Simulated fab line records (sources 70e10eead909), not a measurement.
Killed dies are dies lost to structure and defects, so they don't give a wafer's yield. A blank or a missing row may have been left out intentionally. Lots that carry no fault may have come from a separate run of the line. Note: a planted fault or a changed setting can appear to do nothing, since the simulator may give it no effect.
Matching of chambers / flow nandHarc / rieDiel-13 running NHARC_A_BLC_STRIP_21: 4 sister chambers
The step strips in O2. 14 wafers are shown with their chamber, then 7 later ones without.

WAFERS, EACH WITH ITS CHAMBER
wafer=L547.2; chamber=2; showerheadPlenumPTorr (Torr)=3.71; drypumpMotorCurrentA (A)=5.6; oesProductAu (a.u.)=0.998
wafer=L547.3; chamber=3; showerheadPlenumPTorr (Torr)=3.74; drypumpMotorCurrentA (A)=6.4; oesProductAu (a.u.)=1.025
wafer=L547.4; chamber=0; showerheadPlenumPTorr (Torr)=3.69; drypumpMotorCurrentA (A)=6.1; oesProductAu (a.u.)=0.987
wafer=L561.2; chamber=0; showerheadPlenumPTorr (Torr)=3.68; drypumpMotorCurrentA (A)=6.1; oesProductAu (a.u.)=0.980
wafer=L561.3; chamber=2; showerheadPlenumPTorr (Torr)=3.71; drypumpMotorCurrentA (A)=5.6; oesProductAu (a.u.)=0.987
wafer=L561.6; chamber=3; showerheadPlenumPTorr (Torr)=3.74; drypumpMotorCurrentA (A)=6.3; oesProductAu (a.u.)=0.991
wafer=L562.1; chamber=0; showerheadPlenumPTorr (Torr)=3.68; drypumpMotorCurrentA (A)=6.0; oesProductAu (a.u.)=0.981
wafer=L562.3; chamber=1; showerheadPlenumPTorr (Torr)=3.66; drypumpMotorCurrentA (A)=5.7; oesProductAu (a.u.)=1.019
wafer=L562.5; chamber=0; showerheadPlenumPTorr (Torr)=3.68; drypumpMotorCurrentA (A)=6.1; oesProductAu (a.u.)=0.995
wafer=L563.2; chamber=3; showerheadPlenumPTorr (Torr)=3.74; drypumpMotorCurrentA (A)=6.4; oesProductAu (a.u.)=1.004
wafer=L563.3; chamber=2; showerheadPlenumPTorr (Torr)=3.71; drypumpMotorCurrentA (A)=5.6; oesProductAu (a.u.)=0.987
wafer=L563.4; chamber=0; showerheadPlenumPTorr (Torr)=3.68; drypumpMotorCurrentA (A)=6.1; oesProductAu (a.u.)=0.997
wafer=L564.1; chamber=0; showerheadPlenumPTorr (Torr)=3.68; drypumpMotorCurrentA (A)=6.1; oesProductAu (a.u.)=0.996
wafer=L564.2; chamber=2; showerheadPlenumPTorr (Torr)=3.71; drypumpMotorCurrentA (A)=5.6; oesProductAu (a.u.)=0.986

SIGNATURES (averages over the wafers above)
reading=showerheadPlenumPTorr; chamber 0=3.6817; chamber 1=3.6600; chamber 2=3.7100; chamber 3=3.7400; scatter within a chamber=0.00289
reading=drypumpMotorCurrentA; chamber 0=6.083; chamber 1=5.700; chamber 2=5.600; chamber 3=6.367; scatter within a chamber=0.0387
reading=oesProductAu; chamber 0=0.98933; chamber 1=1.01900; chamber 2=0.98950; chamber 3=1.00667; scatter within a chamber=0.00991
Rule: for a wafer and a chamber, the distance is found by dividing, reading by reading, the gap between the wafer's reading and the chamber's mean by the reading's scatter, squaring, summing and taking the root. The wafer belongs to the nearest chamber; if the next one is less than 2 further off, it can't be placed. The scatter: take each reading less its chamber's mean, square it, sum over the shown wafers, divide by the number of wafers less the number of chambers, and take the root.

WAFERS WITH NO CHAMBER GIVEN
wafer=L564.4; showerheadPlenumPTorr (Torr)=3.66; drypumpMotorCurrentA (A)=5.7; oesProductAu (a.u.)=1.008
wafer=L569.2; showerheadPlenumPTorr (Torr)=3.66; drypumpMotorCurrentA (A)=5.6; oesProductAu (a.u.)=1.012
wafer=L569.3; showerheadPlenumPTorr (Torr)=3.74; drypumpMotorCurrentA (A)=6.4; oesProductAu (a.u.)=0.991
wafer=L569.5; showerheadPlenumPTorr (Torr)=3.68; drypumpMotorCurrentA (A)=6.1; oesProductAu (a.u.)=0.992
wafer=L568.3; showerheadPlenumPTorr (Torr)=3.74; drypumpMotorCurrentA (A)=6.3; oesProductAu (a.u.)=0.996
wafer=L568.4; showerheadPlenumPTorr (Torr)=3.68; drypumpMotorCurrentA (A)=6.0; oesProductAu (a.u.)=0.990
wafer=L568.6; showerheadPlenumPTorr (Torr)=3.74; drypumpMotorCurrentA (A)=6.4; oesProductAu (a.u.)=0.989

THE CHAMBER EACH PASSED THROUGH
wafer=L564.4; from the rows above=1; in truth=1
wafer=L569.2; from the rows above=1; in truth=1
wafer=L569.3; from the rows above=3; in truth=3
wafer=L569.5; from the rows above=0; in truth=0
wafer=L568.3; from the rows above=3; in truth=3
wafer=L568.4; from the rows above=0; in truth=0
wafer=L568.6; from the rows above=3; in truth=3
Correct placement for 7 of the 7. Number that these rows cannot place: 0. Number placed wrongly: 0.
